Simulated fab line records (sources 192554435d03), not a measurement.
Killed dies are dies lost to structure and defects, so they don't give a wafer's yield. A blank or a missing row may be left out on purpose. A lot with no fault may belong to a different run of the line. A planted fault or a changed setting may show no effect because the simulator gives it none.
Lot-split experiment	flow n5 finfet	route with 1938 steps; 7 lots, 21 wafers read

== ON THE SPLIT ==
At N5_BEOL_M1_HM_DEP_02 (deposits TiN, target thk 20 nm), the setting target thk a was moved away from the recipe's 200 angstrom on 3 of the 21 wafers read, by +4.6% to +9.5%. For the rest of the wafers, this setting stayed at what the recipe calls for.

Reading taken at the split's own step.

== THE READING ==
TiN_of_BEOL_M1_HM_DEP_02.thk nm (the simulator's own value, which no gauge read), in nm, at N5_BEOL_M1_HM_DEP_02 (deposits TiN, target thk 20 nm). There is no usual value for it anywhere in the file. Average 19.9 nm, standard deviation 0.18 nm, over the 18 wafers here run with the recipe.

wafer	tool, chamber at the split	target thk a as run, angstrom	against the recipe	TiN_of_BEOL_M1_HM_DEP_02.thk nm, nm	against lot-mates on the recipe
L077.2	pvd sputter-02, -	200	recipe	20	-
L077.4	pvd sputter-02, -	200	recipe	20	-
L077.6	pvd sputter-02, -	200	recipe	20.2	-
L081.1	pvd sputter-01, -	200	recipe	20	-
L081.2	pvd sputter-01, -	200	recipe	20	-
L081.3	pvd sputter-01, -	200	recipe	20	-
L087.1	pvd sputter-03, -	200	recipe	20	-
L087.3	pvd sputter-03, -	200	recipe	19.6	-
L087.6	pvd sputter-03, -	200	recipe	19.8	-
L088.3	pvd sputter-03, -	200	recipe	20	-
L088.4	pvd sputter-03, -	209.2	+4.6%	21	+1.1
L088.5	pvd sputter-03, -	200	recipe	19.8	-
L089.2	pvd sputter-02, -	200	recipe	20.2	-
L089.3	pvd sputter-02, -	200	recipe	19.8	-
L089.4	pvd sputter-02, -	200	recipe	19.6	-
L094.2	pvd sputter-01, -	218.9	+9.5%	21.6	+1.5
L094.5	pvd sputter-01, -	200	recipe	20.2	-
L094.6	pvd sputter-01, -	200	recipe	20	-
L097.1	pvd sputter-01, -	200	recipe	19.8	-
L097.2	pvd sputter-01, -	200	recipe	19.8	-
L097.3	pvd sputter-01, -	210.2	+5.1%	21.4	+1.6

THE FIT
A straight line over all 21 wafers: TiN_of_BEOL_M1_HM_DEP_02.thk nm changes by +0.204 nm for each +1% of target thk a; r = +0.93; the points scatter about the line by 0.21 nm.
The same after taking each lot's own level away (the mean of its wafers on the recipe; 21 wafers): +0.198 nm for each +1%; r = +0.92; scatter 0.21 nm.
That fit puts the effect of the largest move of target thk a on the reading at 1.9 nm.
From 19.80 to 20.10 nm: that is the span of the lots' own levels, equal to 1.7 times the standard deviation above.
Hence the lot-to-lot level has little effect on the slope; both slopes agree.
Check: with one of the wafers moved furthest among these (+9.5%) left out of the fit, the line predicts +2.65 nm for it against its lot-mates. It came out at +1.5 nm against them.

== ADDITIONAL SPLITS CARRIED BY THESE WAFERS ==
Other splits were also applied to these wafers ahead of the reading. Each is held against what the fit with the lots' levels taken away leaves over:
other split on the same wafers	wafers away from the commonest value	r with TiN_of_BEOL_M1_HM_DEP_02.thk nm (lot level and that fit taken away)
N5_GATE_CUT_HM_DEP_46 time s	4	-0.19
N5_GATE_CUT_COAT_35 spin rpm	7	-0.07
N5_MOL_CONTACT_COAG_VIA_ETCH_46 bias w	4	-0.08
N5_BEOL_M0_SAQP_PECVD_96 time s	3	-0.08
N5_BEOL_M0_SAQP_PEB_12 peb time s	7	-0.05
N5_BEOL_M0_ETCH_138 source w	9	+0.35
N5_BEOL_M0_TRENCH_ETCH_107 target depth a	9	+0.06

== FILE'S OWN FIT ==
TiN_of_BEOL_M1_HM_DEP_02.thk nm changes by +0.201 nm for each +1% of target thk a, r = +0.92.
